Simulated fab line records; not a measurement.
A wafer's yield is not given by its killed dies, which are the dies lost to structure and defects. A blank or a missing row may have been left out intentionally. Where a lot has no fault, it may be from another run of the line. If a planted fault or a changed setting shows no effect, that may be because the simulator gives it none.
fab line records	flow n5_finfet
record lots=6	wafers=18	last_day=18
route steps=1938 shown BEOL_M3@941 BEOL_M4@1111 PASSIVATION@1936
lots with no fault: from the same line, run without faults
start_h: the number of hours between the record's first day and the start of the first shown wafer of the lot	wait_h: hours since the lot's step before	" same as the row above	L1.1+2: several wafers, shown together as one row	- either no value or no given start	* or withheld: withheld	< > ~ a bound
route shown NAME@n: names a module that has steps shown in the file, with the first one's number in the route	usual: mean/standard deviation of fault-free wafers	same: alike in all rows	chamber/n: place in a boat	sites: readings site by site	_std_site: their standard deviation	_edge_site: the outer-site mean with the inner-site mean subtracted	radius_mm: how far each site lies from the wafer's centre	mask NAME#n: copy n	behind: the tool/chamber that last shaped the wafer	hold: why the lot went on hold/how many hours it stayed there/how the hold came to an end	device: which transistor (n, p or np) failed to switch	end of line: at the end of the route, the tests of the same wafers	for a step that has no rows: nothing shown but its recipe	killed: not the wafer's yield, but the dies lost to structure and defects at the first sort	map: dies across one wafer; x = killed, . = not, _ = none there
set.NAME: setting as actually run; set.NAME@STEP: the setting as run at that earlier step	model.NAME: the simulator's own value behind a step, which no gauge read
lots seen at some steps along the route; tables by step, rows by wafer
services: the hour from which a tool's chamber was out of use, counted from the record's first day as start_h (under 0 if before that day), plus the number of hours and why
## steps
# step N5_BEOL_M3_EXPOSE_08
# recipe mask_id=M3	na=0.33	source_shape=dipole	sigma_inner=0.369	sigma_outer=0.767	polarization=unpolarized	dose_mj=33
# step N5_BEOL_M3_PEB_09
# recipe peb_temp_c=100	peb_time_s=60	resist=CAR-EUV
# step N5_BEOL_M3_DEVELOP_10
# recipe develop_time_s=30	developer=TMAH	resist=CAR-EUV	rinse_liquid=surfactant_rinse	dry=air_spin	dev_temp_c=23
# step N5_BEOL_M3_CD_MEAS_11
# recipe target_cd_nm=17.05	landing_energy_ev=500	detector=se_inlens	polarity=opening
# usual cd_nm=16.93/0.24
lot.wafer	tool	chamber	start_h	wait_h	cd_nm
L398.4	cd_sem-01	0	203.02	-	17.24
L398.5	"	0	"	"	17.02
L398.6	"	0	"	"	17.24
L400.2	cd_sem-03	0	231.53	-	16.64
L400.4	"	0	"	"	16.92
L400.5	"	0	"	"	16.87
L401.2	cd_sem-01	0	231.57	-	17.06
L401.5	"	0	"	"	16.64
L401.6	"	0	"	"	16.67
L403.1	cd_sem-03	0	236.44	-	16.91
L403.2	"	0	"	"	17.12
L403.6	"	0	"	"	16.66
L410.2	cd_sem-02	0	287.39	-	17.06
L410.3	"	0	"	"	17.26
L410.5	"	0	"	"	17.39
L411.1	cd_sem-03	0	287.43	-	17.12
L411.5	"	0	"	"	16.81
L411.6	"	0	"	"	17.25
# step N5_BEOL_M3_OVL_MEAS_12
# recipe points_per_wafer=522
# usual M3_OVL=-0.4/0.67
lot.wafer	tool	chamber	start_h	wait_h	M3_OVL[nm]
L398.4	overlay-01	0	203.07	0.0	0.7
L398.5	"	0	"	"	0.6
L398.6	"	0	"	"	0.2
L400.2	overlay-02	0	231.57	0.0	-1.7
L400.4	"	0	"	"	-1.8
L400.5	"	0	"	"	-0.1
L401.2	overlay-01	0	231.60	0.0	-0.3
L401.5	"	0	"	"	-1.5
L401.6	"	0	"	"	-0.2
L403.1	overlay-01	0	236.47	0.0	-1.1
L403.2	"	0	"	"	-1.2
L403.6	"	0	"	"	-0.2
L410.2	overlay-01	0	287.43	0.0	0.3
L410.3	"	0	"	"	-0.3
L410.5	"	0	"	"	0.3
L411.1	overlay-01	0	287.46	0.0	-0.2
L411.5	"	0	"	"	-0.8
L411.6	"	0	"	"	-0.4
# step N5_BEOL_M3_INSPECT_13
# recipe mode=adi	inspect_instrument=brightfield
# usual raw_defect_count=400/89
lot.wafer	tool	chamber	start_h	wait_h	raw_defect_count
L398.4	defect_inspect-02	-	203.11	0.0	354
L398.5	"	-	"	"	342
L398.6	"	-	"	"	482
L400.2	defect_inspect-02	-	231.62	0.0	399
L400.4	"	-	"	"	382
L400.5	"	-	"	"	436
L401.2	defect_inspect-01	-	231.66	0.0	546
L401.5	"	-	"	"	621
L401.6	"	-	"	"	516
L403.1	defect_inspect-02	-	236.53	0.1	420
L403.2	"	-	"	"	366
L403.6	"	-	"	"	317
L410.2	defect_inspect-02	-	287.48	0.0	426
L410.3	"	-	"	"	376
L410.5	"	-	"	"	291
L411.1	defect_inspect-02	-	287.52	0.1	585
L411.5	"	-	"	"	383
L411.6	"	-	"	"	241
# step N5_BEOL_M3_DESCUM_16
# recipe chemistry=O2	time_s=7	source_power_w=50	bias_power_w=20	pressure_mtorr=20	rf_frequency_hz=2.712e+07	temp_c=40	resist=CAR-EUV	o2_flow_sccm=225
# usual drypump_motor_current_A=5.5/0.37	oes_product_au=0.79/0.089	rf_vpp_V=243.2/1.3	showerhead_plenum_p_Torr=2.10/0.07	throttle_valve_pct=20.53/0.22
lot.wafer	tool	chamber	start_h	wait_h	drypump_motor_current_A	oes_product_au	rf_hours_counter_h	rf_vpp_V	showerhead_plenum_p_Torr	throttle_valve_pct
L398.4	rie_diel-06	3	203.14	0.0	5.2	0.86	45	246.4	2.21	20.08
L398.5	"	0	"	"	5.5	0.74	-	245.7	2.17	20.47
L398.6	"	3	"	"	5.2	0.86	-	246.6	2.21	20.07
L400.2	rie_diel-02	1	231.86	0.2	6.0	0.71	217	242.6	2.10	20.79
L400.4	"	0	"	"	4.7	0.67	249	242.6	2.07	20.87
L400.5	"	3	"	"	5.7	0.86	-	244.4	2.23	20.77
L401.2	rie_diel-04	3	231.94	0.3	5.4	0.70	214	243.4	2.18	20.62
L401.5	"	2	"	"	5.7	0.70	-	242.1	2.01	20.46
L401.6	"	3	"	"	5.4	0.70	-	245.5	2.18	20.62
L403.1	rie_diel-04	2	236.56	0.0	5.7	0.70	183	240.5	2.01	20.44
L403.2	"	0	"	"	5.6	0.82	67	242.8	2.06	20.57
L403.6	"	0	"	"	5.6	0.83	-	239.9	2.06	20.56
L410.2	rie_diel-06	3	287.63	0.2	5.2	0.84	66	244.7	2.20	20.09
L410.3	"	2	"	"	6.1	0.75	161	242.3	2.10	20.52
L410.5	"	1	"	"	5.4	0.81	-	239.8	2.02	20.66
L411.1	rie_diel-04	2	287.64	0.1	5.7	0.71	197	240.8	2.00	20.48
L411.5	"	1	"	"	5.0	0.94	-	244.1	2.05	20.25
L411.6	"	2	"	"	5.7	0.70	-	241.0	2.00	20.47
# step N5_BEOL_M3_ETCH_74
# recipe chemistry=N2/H2	target=underlayer	target_depth_a=65	mask_material=CAR-EUV	time_s=5.2	ion_energy_ev=200	pressure_mtorr=30	source_w=840	bias_w=150	n2_flow_sccm=200	h2_flow_sccm=200	ends=cleared
# usual drypump_motor_current_A=5.5/0.37	etch_rf_on_time_s=5.19/0.17	oes_product_au=0.67/0.078	rf_vpp_V=523.9/2.6	showerhead_plenum_p_Torr=2.55/0.095	throttle_valve_pct=17.93/0.24
lot.wafer	tool	chamber	start_h	wait_h	drypump_motor_current_A	etch_rf_on_time_s	oes_product_au	rf_hours_counter_h	rf_vpp_V	showerhead_plenum_p_Torr	throttle_valve_pct
L398.4	rie_diel-06	3	203.17	0.0	5.2	5.17	0.73	45	528.5	2.72	17.72
L398.5	"	0	"	"	5.6	5.02	0.64	-	526.6	2.66	18.08
L398.6	"	3	"	"	5.2	5.13	0.74	-	527.7	2.72	17.72
L400.2	rie_diel-02	1	231.90	0.0	6.0	5.31	0.59	217	522.7	2.49	17.94
L400.4	"	0	"	"	4.8	5.43	0.58	249	522.7	2.52	18.37
L400.5	"	3	"	"	5.7	5.13	0.74	-	528.6	2.70	18.26
L401.2	rie_diel-04	3	231.97	0.0	5.4	5.27	0.60	214	525.9	2.63	18.01
L401.5	"	2	"	"	5.7	5.34	0.61	-	521.1	2.41	17.73
L401.6	"	3	"	"	5.4	5.31	0.61	-	525.6	2.63	18.00
L403.1	rie_diel-04	2	236.59	0.0	5.7	5.42	0.59	183	520.0	2.41	17.76
L403.2	"	0	"	"	5.7	5.35	0.71	67	521.9	2.47	17.79
L403.6	"	0	"	"	5.6	5.39	0.70	-	521.8	2.48	17.79
L410.2	rie_diel-06	3	287.66	0.0	5.2	5.25	0.70	66	528.7	2.71	17.74
L410.3	"	2	"	"	6.1	5.06	0.65	161	523.6	2.54	17.99
L410.5	"	1	"	"	5.4	5.00	0.70	-	523.2	2.46	18.07
L411.1	rie_diel-04	2	287.67	0.0	5.7	5.33	0.59	197	519.1	2.41	17.76
L411.5	"	1	"	"	5.0	5.38	0.80	-	521.9	2.49	17.64
L411.6	"	2	"	"	5.7	5.35	0.58	-	519.7	2.41	17.77
# step N5_BEOL_M3_ETCH_63
# recipe chemistry=CF4	target=SiARC	target_depth_a=156	mask_material=CAR-EUV	time_s=26	ion_energy_ev=80	pressure_mtorr=40	source_w=545	bias_w=36	Ar_flow_sccm=100	cf4_flow_sccm=100	ends=cleared
# usual drypump_motor_current_A=5.5/0.37	etch_rf_on_time_s=26.0/0.85	oes_product_au=0.68/0.078	rf_vpp_V=184.2/1.1	showerhead_plenum_p_Torr=2.15/0.065	throttle_valve_pct=15.66/0.22
lot.wafer	tool	chamber	start_h	wait_h	drypump_motor_current_A	etch_rf_on_time_s	oes_product_au	rf_hours_counter_h	rf_vpp_V	showerhead_plenum_p_Torr	throttle_valve_pct
L398.4	rie_diel-06	3	203.19	0.0	5.2	26.2	0.73	45	186.5	2.26	15.30
L398.5	"	0	"	"	5.6	25.5	0.63	-	185.9	2.23	15.66
L398.6	"	3	"	"	5.2	26.1	0.74	-	184.9	2.26	15.32
L400.2	rie_diel-02	1	231.91	0.0	6.0	26.3	0.59	217	183.7	2.12	15.85
L400.4	"	0	"	"	4.8	26.9	0.57	249	184.8	2.13	16.06
L400.5	"	3	"	"	5.7	25.4	0.75	-	186.2	2.25	15.77
L401.2	rie_diel-04	3	231.99	0.0	5.4	25.9	0.60	214	184.6	2.22	15.82
L401.5	"	2	"	"	5.7	26.6	0.61	-	182.9	2.05	15.66
L401.6	"	3	"	"	5.4	26.3	0.61	-	182.9	2.22	15.81
L403.1	rie_diel-04	2	236.61	0.0	5.7	26.1	0.61	183	183.2	2.05	15.67
L403.2	"	0	"	"	5.6	26.8	0.71	67	184.4	2.10	15.54
L403.6	"	0	"	"	5.6	26.9	0.71	-	182.9	2.10	15.54
L410.2	rie_diel-06	3	287.68	0.0	5.2	26.3	0.70	66	184.3	2.25	15.36
L410.3	"	2	"	"	6.1	25.2	0.65	161	183.9	2.13	15.66
L410.5	"	1	"	"	5.4	25.2	0.70	-	181.5	2.08	15.83
L411.1	rie_diel-04	2	287.69	0.0	5.7	26.3	0.60	197	183.4	2.04	15.68
L411.5	"	1	"	"	5.0	27.5	0.78	-	183.4	2.09	15.38
L411.6	"	2	"	"	5.7	26.6	0.59	-	184.5	2.04	15.68
# step N5_BEOL_M3_ETCH_64
# recipe chemistry=N2/H2	target=SOC	target_depth_a=750	overetch_a=150	mask_material=SiARC	temp_c=40	time_s=112.5	ion_energy_ev=200	pressure_mtorr=30	source_w=840	bias_w=150	n2_flow_sccm=200	h2_flow_sccm=200
# usual drypump_motor_current_A=5.5/0.37	oes_product_au=0.63/0.068	rf_vpp_V=524.0/2.5	showerhead_plenum_p_Torr=2.55/0.095	throttle_valve_pct=17.89/0.24
lot.wafer	tool	chamber	start_h	wait_h	drypump_motor_current_A	oes_product_au	rf_hours_counter_h	rf_vpp_V	showerhead_plenum_p_Torr	throttle_valve_pct
L398.4	rie_diel-06	3	203.22	0.0	5.2	0.68	45	529.7	2.72	17.66
L398.5	"	0	"	"	5.6	0.58	-	527.1	2.66	18.03
L398.6	"	3	"	"	5.2	0.69	-	527.9	2.72	17.68
L400.2	rie_diel-02	1	231.94	0.0	6.0	0.55	217	523.7	2.49	17.89
L400.4	"	0	"	"	4.8	0.55	250	523.6	2.52	18.33
L400.5	"	3	"	"	5.7	0.69	-	527.7	2.70	18.23
L401.2	rie_diel-04	3	232.02	0.0	5.4	0.57	214	525.0	2.63	17.95
L401.5	"	2	"	"	5.7	0.57	-	519.7	2.41	17.72
L401.6	"	3	"	"	5.4	0.56	-	527.5	2.63	17.95
L403.1	rie_diel-04	2	236.64	0.0	5.7	0.57	183	521.6	2.41	17.71
L403.2	"	0	"	"	5.7	0.67	67	521.7	2.48	17.77
L403.6	"	0	"	"	5.6	0.67	-	521.3	2.48	17.77
L410.2	rie_diel-06	3	287.71	0.0	5.2	0.66	66	526.9	2.71	17.70
L410.3	"	2	"	"	6.1	0.59	161	524.1	2.54	17.94
L410.5	"	1	"	"	5.4	0.64	-	521.7	2.46	18.02
L411.1	rie_diel-04	2	287.72	0.0	5.7	0.56	197	520.1	2.41	17.75
L411.5	"	1	"	"	5.0	0.76	-	522.5	2.50	17.60
L411.6	"	2	"	"	5.7	0.56	-	521.2	2.41	17.74
# step N5_BEOL_M3_STRIP_65
# recipe chemistry=N2/H2	temp_c=40	n2_flow_sccm=200	h2_flow_sccm=200	rf_frequency_hz=6e+07
# step N5_BEOL_M3_STRIP_75
# recipe chemistry=N2/H2	temp_c=40	n2_flow_sccm=200	h2_flow_sccm=200	rf_frequency_hz=6e+07
# step N5_BEOL_M3_STRIP_66
# recipe chemistry=CF4	resist=SiARC	power_w=300	bias_power_w=75	pressure_mtorr=50	cf4_flow_sccm=150	rf_frequency_hz=6e+07
# usual bias_power_w=74.99/0.23	cf4_flow_sccm=150.0/0.5	drypump_motor_current_A=5.5/0.37	oes_product_au=0.78/0.084	power_w=300.0/0.95	rf_vpp_V=271.2/1.4	showerhead_plenum_p_Torr=1.80/0.055	throttle_valve_pct=13.63/0.24
lot.wafer	tool	chamber	start_h	wait_h	bias_power_w	cf4_flow_sccm	drypump_motor_current_A	oes_product_au	power_w	rf_hours_counter_h	rf_vpp_V	showerhead_plenum_p_Torr	throttle_valve_pct	model.SiARC_of_BEOL_M3_COAT_62.thk_nm
L398.4	rie_diel-06	3	203.35	0.0	75.32	150.2	5.2	0.85	299.5	45	274.7	1.88	13.27	0
L398.5	"	0	"	"	74.96	150.1	5.6	0.73	299.6	-	273.2	1.85	13.62	0
L398.6	"	3	"	"	75.04	150.4	5.2	0.85	298.8	-	273.6	1.88	13.26	0
L400.2	rie_diel-02	1	232.07	0.0	-	-	-	-	-	-	-	-	-	6.6
L400.4	"	0	"	"	-	-	-	-	-	-	-	-	-	6.8
L400.5	"	3	"	"	-	-	-	-	-	-	-	-	-	6.8
L401.2	rie_diel-04	3	232.15	0.0	-	-	-	-	-	-	-	-	-	7
L401.5	"	2	"	"	-	-	-	-	-	-	-	-	-	7
L401.6	"	3	"	"	-	-	-	-	-	-	-	-	-	7
L403.1	rie_diel-04	2	236.77	0.0	75.03	150.1	5.7	0.71	298.9	183	269.7	1.72	13.67	0
L403.2	"	0	"	"	75.33	149.7	5.6	0.83	300.0	67	270.6	1.76	13.48	0
L403.6	"	0	"	"	75.05	149.0	5.6	0.84	300.2	-	270.6	1.76	13.49	0
L410.2	rie_diel-06	3	287.84	0.0	75.12	150.4	5.2	0.83	299.4	66	271.2	1.88	13.32	0
L410.3	"	2	"	"	74.82	149.9	6.1	0.74	300.9	161	270.0	1.80	13.74	0
L410.5	"	1	"	"	74.76	148.9	5.4	0.79	298.2	-	270.3	1.74	13.78	0
L411.1	rie_diel-04	2	287.85	0.0	75.26	150.5	5.7	0.70	299.7	197	270.2	1.72	13.71	0
L411.5	"	1	"	"	74.90	150.6	5.0	0.94	301.4	-	270.5	1.76	13.32	0
L411.6	"	2	"	"	75.18	150.0	5.7	0.70	299.8	-	268.4	1.72	13.70	0
# step N5_BEOL_M3_HM_OPEN_17
# recipe chemistry=Cl2/BCl3	target_depth_a=200	overetch_a=60	target=TiN	mask_material=SOC	ion_energy_ev=150	pressure_mtorr=10	icp_w=1000	bias_w=126	Cl2_flow_sccm=53.25	bcl3_flow_sccm=21.75	Ar_flow_sccm=25
# usual drypump_motor_current_A=5.8/0.56	oes_product_au=0.62/0.1	throttle_valve_pct=22.20/0.27
lot.wafer	tool	chamber	start_h	wait_h	drypump_motor_current_A	oes_product_au	rf_hours_counter_h	throttle_valve_pct
L398.4	rie_metal-03	0	203.42	0.1	5.9	0.55	-	22.77
L398.5	"	1	"	"	5.4	0.74	-	22.21
L398.6	"	0	"	"	5.9	0.55	-	22.76
L400.2	rie_metal-02	0	232.11	0.0	6.5	0.79	2	22.11
L400.4	"	1	"	"	6.2	0.51	-	22.17
L400.5	"	1	"	"	6.2	0.50	-	22.17
L401.2	rie_metal-03	0	232.19	0.0	5.9	0.56	99	22.76
L401.5	"	1	"	"	5.4	0.74	-	22.18
L401.6	"	0	"	"	5.9	0.55	-	22.75
L403.1	rie_metal-01	0	236.81	0.0	4.8	0.55	111	22.00
L403.2	"	0	"	"	4.8	0.55	-	22.00
L403.6	"	0	"	"	4.8	0.55	-	21.99
L410.2	rie_metal-03	1	287.88	0.0	5.4	0.72	21	22.22
L410.3	"	0	"	"	5.9	0.55	-	22.76
L410.5	"	0	"	"	5.9	0.55	-	22.74
L411.1	rie_metal-01	0	287.89	0.0	4.8	0.54	116	21.99
L411.5	"	0	"	"	4.8	0.54	-	22.02
L411.6	"	1	"	"	5.8	0.65	-	21.86
# step N5_BEOL_M4_RC_MEAS_101
# usual DIBL_N=37.5/2.5	DIBL_P=38/3.1	IOFF_N=0.19/0.059	IOFF_P=0.24/0.061	ION_N=679/16	ION_P=465/9.8	SS_N=72.0/0.8	SS_P=73.7/0.86	VT_N=248/4.5	VT_P=-249/3.5
lot.wafer	tool	chamber	start_h	wait_h	DIBL_N[mV/V]	DIBL_P[mV/V]	IOFF_N[nA/um]	IOFF_P[nA/um]	ION_N[uA/um]	ION_P[uA/um]	SS_N[mV/dec]	SS_P[mV/dec]	VT_N[mV]	VT_P[mV]
L398.4	prober-01	0	225.88	0.5	40.4	40	0.25	0.35	711	486	72.9	74.3	243	-241
L398.5	"	0	"	"	36.9	35	0.15	0.23	672	469	71.4	73.4	250	-247
L398.6	"	0	"	"	37.5	36	0.16	0.23	686	472	71.7	73.4	252	-247
L400.2	prober-02	0	252.21	0.2	41.4	44	0.33	0.39	689	473	73.4	75.0	238	-242
L400.4	"	0	"	"	39.5	39	0.23	0.26	687	466	72.6	72.7	246	-245
L400.5	"	0	"	"	39.4	41	0.23	0.28	679	467	72.1	73.8	243	-246
L401.2	prober-02	0	253.39	0.2	37.7	38	0.20	0.22	663	450	71.7	73.8	244	-250
L401.5	"	0	"	"	35.4	35	0.16	0.18	665	454	72.1	73.3	249	-255
L401.6	"	0	"	"	36.9	36	0.17	0.19	658	445	71.6	73.3	250	-253
L403.1	prober-02	0	258.90	0.0	35.8	33	0.14	0.19	671	466	72.7	72.6	249	-251
L403.2	"	0	"	"	40.6	41	0.23	0.31	673	461	72.9	74.7	246	-246
L403.6	"	0	"	"	39.1	37	0.20	0.23	669	459	74.1	73.6	253	-251
L410.2	prober-01	0	310.58	0.2	43.1	44	0.36	0.33	707	474	73.5	74.9	239	-246
L410.3	"	0	"	"	38.4	39	0.19	0.22	678	460	71.5	74.5	250	-252
L410.5	"	0	"	"	38.9	38	0.22	0.23	681	459	72.7	74.1	247	-251
L411.1	prober-02	0	311.96	0.0	37.4	39	0.18	0.22	683	461	72.1	73.8	248	-250
L411.5	"	0	"	"	33.9	35	0.13	0.18	666	458	71.2	73.1	251	-252
L411.6	"	0	"	"	38.7	41	0.22	0.27	686	469	72.9	74.3	249	-248
# step N5_PASSIVATION_PROBE_49
# usual defect_limited_yield=91.0/1.4	killed_at_M0_to_M3=35/10	killed_at_M4_up=14/5.5	killed_at_contacts=13/5.6	killed_at_front_end=41/11	killed_at_other=4/3.4	killed_dies=106/16	killed_open=68/12	killed_short=35/7.3	sort_bin_4_leakage=0.3/2.1	sort_bin_5_function=5.3/0.89	sort_bin_6_memory=3.4/0.67	sort_bin_8_speed=0.01/0.11	sort_n_pass=1070/28	sort_yield_pct=90.7/2.4
# same gross_dies=1180	killed_at_back_side=0
lot.wafer	tool	chamber	start_h	wait_h	defect_limited_yield[%]	killed_at_M0_to_M3	killed_at_M4_up	killed_at_contacts	killed_at_front_end	killed_at_other	killed_dies	killed_open	killed_short	sort_bin_4_leakage[%]	sort_bin_5_function[%]	sort_bin_6_memory[%]	sort_bin_8_speed[%]	sort_n_pass	sort_yield_pct[%]
L400.2	prober-02	-	355.33	0.1	91.0	47	16	3	36	4	106	70	36	1.5	5.3	3.4	0	1056	89.5
L400.4	prober-02	-	355.43	0.2	90.4	46	17	11	39	0	113	77	35	0	5.3	4.0	0	1067	90.4
L400.5	prober-02	-	355.48	0.2	93.1	29	17	7	29	0	82	55	26	0	3.6	3.0	0	1098	93.1
# killed by level:class
L400.2 BEOL_M3:geometric_particle:open=13 BEOL_M0_SAQP:geometric_particle:short=11 FIN_SAQP:geometric_particle:short=8 STI_FIN_REVEAL:geometric_particle:open=8 FIN_SAQP:geometric_particle:open=7 BEOL_M0_SAQP:geometric_particle:open=6 BEOL_M1:geometric_particle:open=6 BEOL_M4:geometric_particle:open=5
L400.4 BEOL_M3:geometric_particle:open=14 FIN_SAQP:geometric_particle:open=11 MOL_CONTACT_COAG:geometric_particle:open=10 BEOL_M0_SAQP:geometric_particle:short=7 BEOL_M4:geometric_particle:open=7 BEOL_M2:geometric_particle:open=6 BEOL_M0_SAQP:geometric_particle:open=5 BEOL_M0:geometric_particle:short=5
L400.5 BEOL_M3:geometric_particle:open=9 FIN_SAQP:geometric_particle:open=6 BEOL_M4:geometric_particle:open=6 DUMMY_GATE:geometric_particle:open=5 MOL_CONTACT_COAG:geometric_particle:open=5 BEOL_M2:geometric_particle:open=5 FIN_SAQP:geometric_particle:short=3 BEOL_M0_SAQP:geometric_particle:short=3
## services
tool	chamber	start_h	hours	kind
rie_metal-02	0	197.32	-	clean
rie_metal-02	0	197.32	13.0	scheduled_down
rie_metal-02	0	197.32	13.0	vent_cycle
rie_diel-04	0	222.79	11.3	repair
rie_diel-04	2	228.08	2.4	repair
rie_diel-02	0	234.65	-	clean
rie_diel-02	0	234.65	-	consumable_replace:focus_ring
rie_diel-02	0	234.65	19.3	scheduled_down
rie_diel-02	0	234.65	19.3	vent_cycle
rie_metal-01	1	235.56	4.2	repair
rie_metal-02	1	246.69	-	clean
rie_metal-02	1	246.69	13.6	scheduled_down
rie_metal-02	1	246.69	13.6	vent_cycle
rie_diel-04	1	249.86	-	clean
rie_diel-04	1	249.86	-	consumable_replace:focus_ring
rie_diel-04	1	249.86	12.2	scheduled_down
rie_diel-04	1	249.86	12.2	vent_cycle
rie_metal-02	-	279.08	0.3	repair
## key
first_sign step=N5_BEOL_M3_STRIP_66	reading=tool_record	direction=missing
effect none on later readings
model_effect step=N5_BEOL_M3_STRIP_66	value=SiARC_of_BEOL_M3_COAT_62.thk_nm	without=0	struck=6.867
met_at N5_BEOL_M3_STRIP_66
struck_wafers L400.2,L400.4,L400.5,L401.2,L401.5,L401.6
fault kind=skipped_step_whole	tool=rie_diel-02,rie_diel-04	chamber=-	onset_h=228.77	steps=N5_BEOL_M3_STRIP_66	scope=struck_lots_only
